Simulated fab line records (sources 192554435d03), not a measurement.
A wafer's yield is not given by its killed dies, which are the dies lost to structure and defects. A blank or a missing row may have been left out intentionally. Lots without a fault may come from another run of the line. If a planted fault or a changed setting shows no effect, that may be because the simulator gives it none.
fab line records	flow n5-finfet
record lots=12	wafers=34	last-day=18
route steps=1938 shown BEOL_M5@1188 BEOL_M6@1196 PASSIVATION@1936
lots untouched by any fault: they come from a run of this same line in which no faults occurred
start-h: hours from the record's first day to the start of the lot's first wafer shown	wait-h: how many hours have passed since the lot's step before this one	" repeats the value in the row above	L1.1+2: a single row standing in for several wafers	- value missing, or start not given	* or withheld: withheld	< > ~ a bound
route shown NAME@n: NAME is a module with steps in the file, n the number in the route of the first one	usual: the fault-free wafers' mean and standard deviation	same: alike in all rows	chamber/n: place in a boat	sites: each site's reading	_std_site: how widely they spread, as a standard deviation	_edge_site: outer sites' mean less inner sites'	radius-mm: how far each site lies from the wafer's centre	mask NAME#n: copy n	behind: the last tool/chamber to shape the wafer	hold: the reason the lot was held/the length of the hold in hours/how it ended	device: transistor that didn't switch, given as n, p or np	end of line: the route-end tests of the same wafers	a step with no rows: only its recipe	killed: count of dies lost to structure and defects at first sort (not the wafer's yield)	map: shows each die of a wafer: x if killed, . if not, _ if none is there
set.NAME: setting as actually run; set.NAME@STEP: the setting as run at that earlier step	model.NAME: the simulator's own value behind a step, which no gauge read
steps of the route over a sample of lots; a table a step, a row a wafer
services: a tool's chamber out of use, with start hour (start-h, from the record's first day; less than 0 if before it), hours out, and reason
## steps
# step N5_BEOL_M5_PRE_CLEAN_77
# recipe gas=NH3/H2	time-s=15	temp-c=*	rf-power-w=300
# usual heater-power-w=96/27	susceptor-temp-C=*
lot.wafer	tool	chamber	start-h	wait-h	heater-power-w	susceptor-temp-C
L226.1	cvd-co-02	1	174.79	0.0	81	*
L226.2	"	2	"	"	71	*
L226.5	"	1	"	"	81	*
L227.3	cvd-co-02	0	180.21	0.3	109	*
L227.4	"	2	"	"	70	*
L227.5	"	0	"	"	110	*
L228.1	cvd-co-02	2	181.10	0.0	73	*
L228.2	"	0	"	"	110	*
L228.3	"	1	"	"	82	*
L229.3	cvd-co-01	2	189.04	0.0	143	*
L229.4	"	0	"	"	94	*
L229.5	"	2	"	"	147	*
L235.2	cvd-co-01	0	237.45	0.0	92	*
L235.3	"	0	"	"	92	*
L235.6	"	0	"	"	93	*
L237.1	cvd-co-01	0	246.25	0.0	94	*
L237.2	"	2	"	"	143	*
L237.6	"	2	"	"	145	*
L239.3	cvd-co-01	1	268.54	0.0	62	*
L239.4	"	0	"	"	93	*
L239.5	"	1	"	"	62	*
L240.1	cvd-co-02	1	268.74	0.0	82	*
L240.2	"	2	"	"	72	*
L240.5	"	0	"	"	110	*
L243.3	cvd-co-01	0	293.80	0.0	93	*
L243.6	"	0	"	"	93	*
L246.2	cvd-co-02	0	300.79	0.1	113	*
L246.3	"	2	"	"	70	*
L246.4	"	0	"	"	111	*
L248.1	cvd-co-01	0	329.79	0.1	91	*
L248.3	"	1	"	"	64	*
L249.2	cvd-co-02	2	335.33	0.0	71	*
L249.4	"	2	"	"	74	*
L249.5	"	2	"	"	75	*
# step N5_BEOL_M5_DEP_56
# recipe material=SiCN	target-thk-a=80	temp-c=withheld	precursor=3MS/NH3	pressure-torr=3	rf-w=202	time-s=14
# usual showerhead-plenum-p-Torr=3.665/0.013	throttle-valve-pct=8.9/0.41
lot.wafer	tool	chamber	start-h	wait-h	showerhead-plenum-p-Torr	throttle-valve-pct
L226.1	pecvd-02	1	174.94	0.0	3.669	9.5
L226.2	"	2	"	"	3.656	8.8
L226.5	"	0	"	"	3.651	9.2
L227.3	pecvd-03	0	180.37	0.0	3.689	9.1
L227.4	"	2	"	"	3.682	9.1
L227.5	"	0	"	"	3.697	8.9
L228.1	pecvd-02	0	181.25	0.0	3.656	9.0
L228.2	"	1	"	"	3.668	9.7
L228.3	"	2	"	"	3.645	9.0
L229.3	pecvd-03	2	189.23	0.0	3.684	9.4
L229.4	"	0	"	"	3.683	9.0
L229.5	"	0	"	"	3.697	8.8
L235.2	pecvd-03	2	237.67	0.0	3.683	8.5
L235.3	"	0	"	"	3.686	8.8
L235.6	"	1	"	"	3.676	8.5
L237.1	pecvd-02	1	246.46	0.0	3.671	9.7
L237.2	"	0	"	"	3.657	9.0
L237.6	"	1	"	"	3.678	9.4
L239.3	pecvd-04	2	268.70	0.0	3.660	8.0
L239.4	"	1	"	"	3.651	8.7
L239.5	"	0	"	"	3.653	8.9
L240.1	pecvd-02	2	268.90	0.0	3.650	9.0
L240.2	"	0	"	"	3.649	9.2
L240.5	"	0	"	"	3.669	9.0
L243.3	pecvd-02	1	293.95	0.0	3.665	9.5
L243.6	"	2	"	"	3.661	9.1
L246.2	pecvd-04	0	300.95	0.0	3.651	8.7
L246.3	"	2	"	"	3.653	8.2
L246.4	"	0	"	"	3.648	8.8
L248.1	pecvd-04	1	329.94	0.0	3.648	8.8
L248.3	"	2	"	"	3.658	8.2
L249.2	pecvd-02	2	335.54	0.0	3.653	8.8
L249.4	"	2	"	"	3.663	9.0
L249.5	"	0	"	"	3.657	9.4
# step N5_BEOL_M6_THK_MEAS_01
# recipe reads=SiCOH_lowk_of_BEOL_M6_ILD_DEP_00
# usual M6_ILD_THK=155.5/2
lot.wafer	tool	chamber	start-h	wait-h	M6_ILD_THK[nm]
L226.1	film-metro-02	-	176.13	0.8	153.8
L226.2	"	-	"	"	154.3
L226.5	"	-	"	"	155.3
L227.3	film-metro-02	-	181.08	0.3	157.0
L227.4	"	-	"	"	157.7
L227.5	"	-	"	"	157.0
L228.1	film-metro-02	-	182.44	0.8	152.9
L228.2	"	-	"	"	155.7
L228.3	"	-	"	"	156.0
L229.3	film-metro-01	-	189.94	0.3	152.5
L229.4	"	-	"	"	158.9
L229.5	"	-	"	"	156.3
L235.2	film-metro-01	-	238.37	0.4	155.7
L235.3	"	-	"	"	154.8
L235.6	"	-	"	"	158.5
L237.1	film-metro-02	-	247.55	0.4	156.2
L237.2	"	-	"	"	152.6
L237.6	"	-	"	"	156.0
L239.3	film-metro-02	-	269.41	0.3	155.4
L239.4	"	-	"	"	153.5
L239.5	"	-	"	"	157.9
L240.1	film-metro-01	-	269.61	0.4	153.1
L240.2	"	-	"	"	152.0
L240.5	"	-	"	"	155.9
L243.3	film-metro-02	-	294.66	0.3	155.6
L243.6	"	-	"	"	159.1
L246.2	film-metro-02	-	301.65	0.4	154.4
L246.3	"	-	"	"	154.4
L246.4	"	-	"	"	156.7
L248.1	film-metro-02	-	330.65	0.4	154.8
L248.3	"	-	"	"	155.3
L249.2	film-metro-02	-	336.26	0.4	152.3
L249.4	"	-	"	"	155.1
L249.5	"	-	"	"	155.8
# step N5_BEOL_M6_COAT_60
# recipe resist=SiARC	temp-c=220	time-s=60	spin-rpm=1500	resist-thk-nm=35
# usual chill-plate-temp-C=23.02/0.11	heater-power-total-W=427.4/2.2	plate-temp-C=219.99/0.17
lot.wafer	tool	chamber	start-h	wait-h	chill-plate-temp-C	heater-power-total-W	plate-temp-C
L226.1	litho-track-05	0	179.90	-	23.09	428.4	220.02
L226.2	"	0	"	"	23.16	426.9	220.15
L226.5	"	0	"	"	23.26	425.7	220.03
L227.3	litho-track-04	0	182.08	-	23.03	424.2	219.96
L227.4	"	0	"	"	22.97	431.0	219.92
L227.5	"	0	"	"	23.02	425.3	219.98
L228.1	litho-track-05	0	182.70	-	22.89	424.9	220.06
L228.2	"	0	"	"	23.05	427.6	220.21
L228.3	"	0	"	"	22.89	428.1	220.25
L229.3	litho-track-05	0	191.83	-	22.99	426.8	219.71
L229.4	"	0	"	"	22.85	429.9	219.75
L229.5	"	0	"	"	22.93	428.4	219.83
L235.2	litho-track-05	0	240.60	-	22.86	441.4	224.98
L235.3	"	0	"	"	23.11	439.3	225.09
L235.6	"	0	"	"	23.04	439.9	225.34
L237.1	litho-track-05	0	247.95	-	22.87	442.5	225.17
L237.2	"	0	"	"	22.78	438.1	225.18
L237.6	"	0	"	"	22.99	440.3	225.06
L239.3	litho-track-05	0	269.68	-	22.88	438.5	225.01
L239.4	"	0	"	"	22.84	443.5	225.18
L239.5	"	0	"	"	23.00	437.5	224.99
L240.1	litho-track-04	0	270.05	-	23.15	431.0	219.98
L240.2	"	0	"	"	23.13	429.2	219.92
L240.5	"	0	"	"	23.03	425.4	220.05
L243.3	litho-track-04	0	298.92	-	22.85	427.9	219.98
L243.6	"	0	"	"	22.90	424.7	220.15
L246.2	litho-track-03	0	303.46	-	23.16	426.6	220.00
L246.3	"	0	"	"	23.07	429.2	220.09
L246.4	"	0	"	"	23.09	428.3	219.73
L248.1	litho-track-03	0	331.99	-	22.98	426.3	219.88
L248.3	"	0	"	"	22.88	424.3	220.11
L249.2	litho-track-05	0	340.36	-	22.97	429.1	220.25
L249.4	"	0	"	"	22.95	424.1	220.10
L249.5	"	0	"	"	22.91	425.4	220.04
# step N5_PASSIVATION_PROBE_49
# usual defect-limited-yield=91.5/1.5	killed_at_M0_to_M3=32/10	killed_at_M4_up=13/4.9	killed-at-contacts=13/6.1	killed-at-front-end=38/11	killed-at-other=3/3.2	killed-dies=101/18	killed-on-rim=13/4.4	killed-open=66/13	killed-short=32/8.3	sort_bin_4_leakage=0.00/0.018	sort_bin_5_function=5.0/1	sort_bin_6_memory=3.2/0.74	sort_bin_8_speed=0.1/1.1	sort-n-pass=1078/22	sort-yield-pct=91.3/1.9
# same gross-dies=1180	killed-at-back-side=0
lot.wafer	tool	chamber	start-h	wait-h	defect-limited-yield[%]	killed_at_M0_to_M3	killed_at_M4_up	killed-at-contacts	killed-at-front-end	killed-at-other	killed-dies	killed-on-rim	killed-open	killed-short	sort_bin_4_leakage[%]	sort_bin_5_function[%]	sort_bin_6_memory[%]	sort_bin_8_speed[%]	sort-n-pass	sort-yield-pct[%]
L227.3	prober-01	-	268.89	0.1	94.1	14	4	10	40	2	70	11	39	29	0	3.0	2.5	0	1110	94.1
L227.4	prober-01	-	268.94	0.2	93.0	13	17	18	30	5	83	10	50	27	0	5.3	1.6	0	1097	93.0
L227.5	prober-01	-	268.99	0.2	92.8	14	11	18	41	1	85	13	58	26	0	4.8	2.3	0	1095	92.8
L226.1	prober-02	-	269.13	0.0	89.9	36	12	29	37	5	119	8	73	42	0	6.3	3.5	0	1061	89.9
L226.2	prober-02	-	269.18	0.1	88.3	63	12	18	44	1	138	19	93	41	0	6.1	5.0	0	1042	88.3
L226.5	prober-02	-	269.33	0.2	89.8	38	7	22	48	5	120	15	78	39	0	5.3	4.2	0	1060	89.8
L229.3	prober-01	-	285.05	0.1	93.1	30	10	19	21	2	82	6	55	26	0	4.3	2.5	0	1098	93.1
L229.4	prober-01	-	285.10	0.2	94.9	14	9	12	25	0	60	3	37	19	0.08	2.9	1.9	0	1119	94.8
L229.5	prober-01	-	285.15	0.2	92.6	31	13	16	25	2	87	8	64	23	0	4.4	2.6	0	1093	92.6
L239.4	prober-02	-	361.30	0.2	90.6	53	16	15	24	3	111	15	72	38	0	5.0	4.2	0	1069	90.6
L246.4	prober-01	-	402.40	0.2	91.0	36	16	10	42	2	106	12	77	28	0	5.6	3.2	0	1074	91.0
# killed by level:class
L227.3 FIN_SAQP:geometric-particle:short=13 FIN_SAQP:geometric-particle:open=7 STI_FIN_REVEAL:geometric-particle:open=7 MOL_CONTACT_COAG:geometric-particle:short=5 MOL_CONTACT_COAG:geometric-particle:open=5 BEOL_M0_SAQP:geometric-particle:open=4 BEOL_M3:geometric-particle:open=3 STARTING-WAFER:geometric-particle:short=3
L227.4 MOL_CONTACT_COAG:geometric-particle:open=14 FIN_SAQP:geometric-particle:open=7 BEOL_M4:geometric-particle:open=6 FIN_SAQP:geometric-particle:short=5 STI_FIN_REVEAL:geometric-particle:open=5 MOL_CONTACT_COAG:geometric-particle:short=4 BEOL_M3:geometric-particle:open=4 PASS1_CAP:geometric-particle:short=3
L227.5 FIN_SAQP:geometric-particle:open=15 MOL_CONTACT_COAG:geometric-particle:open=14 FIN_SAQP:geometric-particle:short=8 STI_FIN_REVEAL:geometric-particle:open=5 MOL_CONTACT_COAG:geometric-particle:short=4 BEOL_M0_SAQP:geometric-particle:open=4 STI_FIN_REVEAL:geometric-particle:short=3 BEOL_M3:geometric-particle:open=3
L226.1 MOL_CONTACT_COAG:geometric-particle:open=22 BEOL_M0_SAQP:geometric-particle:open=13 BEOL_M0_SAQP:geometric-particle:short=10 DUMMY_GATE:geometric-particle:open=7 MOL_CONTACT_COAG:geometric-particle:short=7 FIN_SAQP:geometric-particle:short=6 BEOL_M4:geometric-particle:open=6 ILD0:geometric-particle:open=4
L226.2 MOL_CONTACT_COAG:geometric-particle:open=16 BEOL_M0_SAQP:geometric-particle:short=10 BEOL_M3:geometric-particle:open=10 FIN_SAQP:geometric-particle:short=8 STI_FIN_REVEAL:geometric-particle:open=8 BEOL_M1:geometric-particle:open=8 BEOL_M0_SAQP:geometric-particle:open=8 FIN_SAQP:geometric-particle:open=7
L226.5 MOL_CONTACT_COAG:geometric-particle:open=17 BEOL_M1:geometric-particle:open=11 STI_FIN_REVEAL:geometric-particle:open=10 FIN_SAQP:geometric-particle:open=9 GATE_CUT:geometric-particle:short=7 BEOL_M0_SAQP:geometric-particle:short=7 DUMMY_GATE:geometric-particle:open=5 BEOL_M0_SAQP:geometric-particle:open=5
L229.3 MOL_CONTACT_COAG:geometric-particle:open=17 BEOL_M2:geometric-particle:open=7 FIN_SAQP:geometric-particle:short=5 STI_FIN_REVEAL:geometric-particle:open=5 BEOL_M0_SAQP:geometric-particle:short=5 FIN_SAQP:geometric-particle:open=4 BEOL_M1:geometric-particle:open=4 BEOL_M2:geometric-particle:short=4
L229.4 MOL_CONTACT_COAG:geometric-particle:open=7 FIN_SAQP:geometric-particle:short=5 STI_FIN_REVEAL:geometric-particle:open=5 BEOL_M2:geometric-particle:open=5 BEOL_M0_SAQP:geometric-particle:open=4 FIN_SAQP:geometric-particle:open=3 MOL_CONTACT_COAG:geometric-particle:short=3 STARTING-WAFER:geometric-particle:open=3
L229.5 MOL_CONTACT_COAG:geometric-particle:open=11 BEOL_M1:geometric-particle:open=9 BEOL_M0_SAQP:geometric-particle:open=8 DUMMY_GATE:geometric-particle:open=5 MOL_CONTACT_COAG:geometric-particle:short=5 BEOL_M2:geometric-particle:open=5 BEOL_M4:geometric-particle:open=5 STI_FIN_REVEAL:geometric-particle:open=4
L239.4 BEOL_M0_SAQP:geometric-particle:open=21 BEOL_M0_SAQP:geometric-particle:short=17 MOL_CONTACT_COAG:geometric-particle:open=12 BEOL_M5:geometric-particle:open=7 BEOL_M1:geometric-particle:open=5 STARTING-WAFER:geometric-particle:short=5 BEOL_M4:geometric-particle:open=4 STARTING-WAFER:geometric-particle:open=4
L246.4 FIN_SAQP:geometric-particle:open=15 BEOL_M1:geometric-particle:open=11 BEOL_M4:geometric-particle:open=10 FIN_SAQP:geometric-particle:short=9 MOL_CONTACT_COAG:geometric-particle:open=9 BEOL_M0_SAQP:geometric-particle:open=9 STARTING-WAFER:geometric-particle:open=5 BEOL_M0_SAQP:geometric-particle:short=4
## services
tool	chamber	start-h	hours	kind
pecvd-04	-	170.44	0.4	repair
cvd-co-01	-	171.25	14.6	pm
pecvd-03	1	184.02	19.0	repair
cvd-co-02	-	185.90	14.6	pm
pecvd-04	-	190.11	0.7	repair
cvd-co-01	1	194.93	65.5	repair
pecvd-03	2	203.09	-	clean
pecvd-03	2	203.09	-	consumable-replace:showerhead
pecvd-03	2	203.09	29.0	scheduled-down
pecvd-03	2	203.09	29.0	vent-cycle
pecvd-04	2	206.38	3.8	repair
cvd-co-01	-	211.02	2.8	pm
pecvd-02	-	222.95	4.3	pm
pecvd-03	0	251.95	5.5	scheduled-down
pecvd-02	-	271.36	6.0	pm
pecvd-03	2	293.08	6.2	repair
pecvd-04	-	308.81	2.8	pm
pecvd-04	-	312.50	1.0	repair
pecvd-02	-	324.30	4.8	repair
pecvd-02	0	329.12	5.5	scheduled-down
pecvd-03	1	331.08	5.5	scheduled-down
cvd-co-02	1	333.33	-	clean
cvd-co-02	1	333.33	22.0	scheduled-down
cvd-co-02	1	333.33	22.0	vent-cycle
## key
first-sign step=N5_BEOL_M6_COAT_60	reading=plate-temp-C	direction=up	sigmas=29	usual=*	struck=*
effect step=N5_BEOL_M6_COAT_60	reading=heater-power-total-W	direction=up	sigmas=5.8	usual=*	struck=*
met-at N5_BEOL_M6_COAT_60
struck-lots L235,L237,L239
not-acting-at N5_BEOL_M5_PRE_CLEAN_77,N5_BEOL_M5_DEP_56,N5_BEOL_M6_THK_MEAS_01
onset-between 191.83 240.60
fault kind=process-parameter-drift	tool=litho-track-05	chamber=-	onset-h=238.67	steps=N5_BEOL_M6_COAT_60	channel=temp-c	offset=*	shape=step	end-h=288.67	acts-in=*	stated=*
